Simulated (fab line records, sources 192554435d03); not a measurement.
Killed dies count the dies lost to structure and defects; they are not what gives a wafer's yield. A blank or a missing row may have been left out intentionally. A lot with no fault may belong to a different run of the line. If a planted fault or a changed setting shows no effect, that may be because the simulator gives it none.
Split-lot experiment / flow n5-finfet / route with 1938 steps; 7 lots, 21 wafers read

== THE SPLIT ITSELF ==
At N5_FIN_CUT_EXPOSE_05 (exposes mask FIN CUT), the setting dose-mj was moved away from the recipe's 45.75 on 6 of the 21 wafers read, by -6.8% to +7.3%. This setting was run at the recipe's value on the other wafers.

== FROM THE SPLIT TO THE READING: what the file shows between them, 2 steps ==
- N5_FIN_CUT_PEB_06: peb time 60 s
- N5_FIN_CUT_DEVELOP_07: develop time 30 s

== THE READING ==
At N5_FIN_CUT_CD_MEAS_08: cd-nm in nanometres, against a target cd of 29.1 nm. Typical for fault-free wafers on this fab line: 29.06 nm, with standard deviation 0.22 nm.

wafer=L078.3; tool, chamber at the split=euv-scanner-02, 0; dose-mj as run=45.75; against the recipe=recipe; cd-nm, nm=29.11; against lot-mates on the recipe=-
wafer=L078.4; tool, chamber at the split=euv-scanner-02, 0; dose-mj as run=45.75; against the recipe=recipe; cd-nm, nm=29.07; against lot-mates on the recipe=-
wafer=L078.6; tool, chamber at the split=euv-scanner-02, 0; dose-mj as run=49.1; against the recipe=+7.3%; cd-nm, nm=30.32; against lot-mates on the recipe=+1.23
wafer=L080.1; tool, chamber at the split=euv-scanner-02, 0; dose-mj as run=45.75; against the recipe=recipe; cd-nm, nm=29.13; against lot-mates on the recipe=-
wafer=L080.2; tool, chamber at the split=euv-scanner-02, 0; dose-mj as run=45.75; against the recipe=recipe; cd-nm, nm=29.14; against lot-mates on the recipe=-
wafer=L080.6; tool, chamber at the split=euv-scanner-02, 0; dose-mj as run=45.75; against the recipe=recipe; cd-nm, nm=29.23; against lot-mates on the recipe=-
wafer=L082.1; tool, chamber at the split=euv-scanner-01, 0; dose-mj as run=45.75; against the recipe=recipe; cd-nm, nm=28.75; against lot-mates on the recipe=-
wafer=L082.3; tool, chamber at the split=euv-scanner-01, 0; dose-mj as run=45.75; against the recipe=recipe; cd-nm, nm=28.89; against lot-mates on the recipe=-
wafer=L082.6; tool, chamber at the split=euv-scanner-01, 0; dose-mj as run=45.75; against the recipe=recipe; cd-nm, nm=28.97; against lot-mates on the recipe=-
wafer=L084.2; tool, chamber at the split=euv-scanner-01, 0; dose-mj as run=42.64; against the recipe=-6.8%; cd-nm, nm=27.72; against lot-mates on the recipe=-1.17
wafer=L084.3; tool, chamber at the split=euv-scanner-01, 0; dose-mj as run=45.75; against the recipe=recipe; cd-nm, nm=28.89; against lot-mates on the recipe=-
wafer=L084.4; tool, chamber at the split=euv-scanner-01, 0; dose-mj as run=42.64; against the recipe=-6.8%; cd-nm, nm=27.63; against lot-mates on the recipe=-1.26
wafer=L087.2; tool, chamber at the split=euv-scanner-02, 0; dose-mj as run=48.72; against the recipe=+6.5%; cd-nm, nm=30.25; against lot-mates on the recipe=+0.75
wafer=L087.3; tool, chamber at the split=euv-scanner-02, 0; dose-mj as run=45.75; against the recipe=recipe; cd-nm, nm=29.82; against lot-mates on the recipe=-
wafer=L087.6; tool, chamber at the split=euv-scanner-02, 0; dose-mj as run=45.75; against the recipe=recipe; cd-nm, nm=29.18; against lot-mates on the recipe=-
wafer=L093.1; tool, chamber at the split=euv-scanner-02, 0; dose-mj as run=45.75; against the recipe=recipe; cd-nm, nm=28.87; against lot-mates on the recipe=-
wafer=L093.3; tool, chamber at the split=euv-scanner-02, 0; dose-mj as run=43.29; against the recipe=-5.4%; cd-nm, nm=28.14; against lot-mates on the recipe=-0.62
wafer=L093.6; tool, chamber at the split=euv-scanner-02, 0; dose-mj as run=45.75; against the recipe=recipe; cd-nm, nm=28.66; against lot-mates on the recipe=-
wafer=L094.2; tool, chamber at the split=euv-scanner-01, 0; dose-mj as run=45.75; against the recipe=recipe; cd-nm, nm=28.68; against lot-mates on the recipe=-
wafer=L094.3; tool, chamber at the split=euv-scanner-01, 0; dose-mj as run=45.75; against the recipe=recipe; cd-nm, nm=28.99; against lot-mates on the recipe=-
wafer=L094.5; tool, chamber at the split=euv-scanner-01, 0; dose-mj as run=44.52; against the recipe=-2.7%; cd-nm, nm=28.00; against lot-mates on the recipe=-0.84

THE FIT
A straight line over all 21 wafers: cd-nm changes by +0.192 nm for each +1% of dose-mj; r = +0.92; the points scatter about the line by 0.27 nm.
The same after taking each lot's own level away (the mean of its wafers on the recipe; 21 wafers): +0.159 nm for each +1%; r = +0.95; scatter 0.18 nm.
Per that fit: largest dose-mj move, reading shift of 1.2 nm.
The span of the lots' own levels, 28.765 to 29.500 nm, comes to 3.3 times the standard deviation stated above.
Thus the slope moves with the lot-to-lot level: the two fits are different.
Check: for one of the wafers moved furthest among these (+7.3%), held out of the fit, the line's prediction against its lot-mates is +1.09 nm. Against them it came out at +1.23 nm.

== ADDITIONAL SPLITS CARRIED BY THESE WAFERS ==
These wafers also went through other splits before the reading. Each is held against what the fit with the lots' levels taken away leaves over:
other split on the same wafers=N5_ZERO_LAYER_COAT_05 spin-rpm; wafers away from the commonest value=3; r with cd-nm (lot level and that fit taken away)=-0.29
other split on the same wafers=N5_ZERO_LAYER_DEVELOP_10 develop-time-s; wafers away from the commonest value=12; r with cd-nm (lot level and that fit taken away)=-0.16
other split on the same wafers=N5_WELL_APT_EXPOSE_22 dose-mj; wafers away from the commonest value=11; r with cd-nm (lot level and that fit taken away)=-0.11
other split on the same wafers=N5_WELL_APT_PEB_23 peb-time-s; wafers away from the commonest value=8; r with cd-nm (lot level and that fit taken away)=+0.08
other split on the same wafers=N5_FIN_SAQP_HM_DEP_72 time-s; wafers away from the commonest value=9; r with cd-nm (lot level and that fit taken away)=+0.36
other split on the same wafers=N5_FIN_SAQP_EXPOSE_13 dose-mj; wafers away from the commonest value=3; r with cd-nm (lot level and that fit taken away)=-0.51

== THE WHOLE CHAIN: every reading that the file lists as answering this split, in the file's order ==
step=N5_FIN_CUT_CD_MEAS_08; what it does=target cd 29.1 nm; reading=cd-nm; change (the file's fit)=+0.156 nm for each +1% of the setting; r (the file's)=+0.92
step=N5_FIN_CUT_ETCH_30; what it does=etches underlayer in N2/H2, target depth 13 nm, time 10.4 s; reading=FIN_CUT.cd-offset-nm (the simulator's own value, which no gauge read); change (the file's fit)=+0.176 nm for each +1% of the setting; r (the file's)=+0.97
step=N5_FIN_CUT_ETCH_21; what it does=etches SOC in N2/H2, target depth 219 nm, overetch 43.8 nm, time 523.5 s; reading=FIN_CUT.cd-offset-nm (the simulator's own value, which no gauge read); change (the file's fit)=+0.197 nm for each +1% of the setting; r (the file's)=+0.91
step=N5_FIN_CUT_PRECLEAN_35; what it does=cleans in vHF, time 13.3 s; reading=FIN_CUT.cd-offset-nm (the simulator's own value, which no gauge read); change (the file's fit)=+0.188 nm for each +1% of the setting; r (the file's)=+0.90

== THE FILE'S OWN FIT ==
cd-nm changes by +0.156 nm for each +1% of dose-mj, r = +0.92.
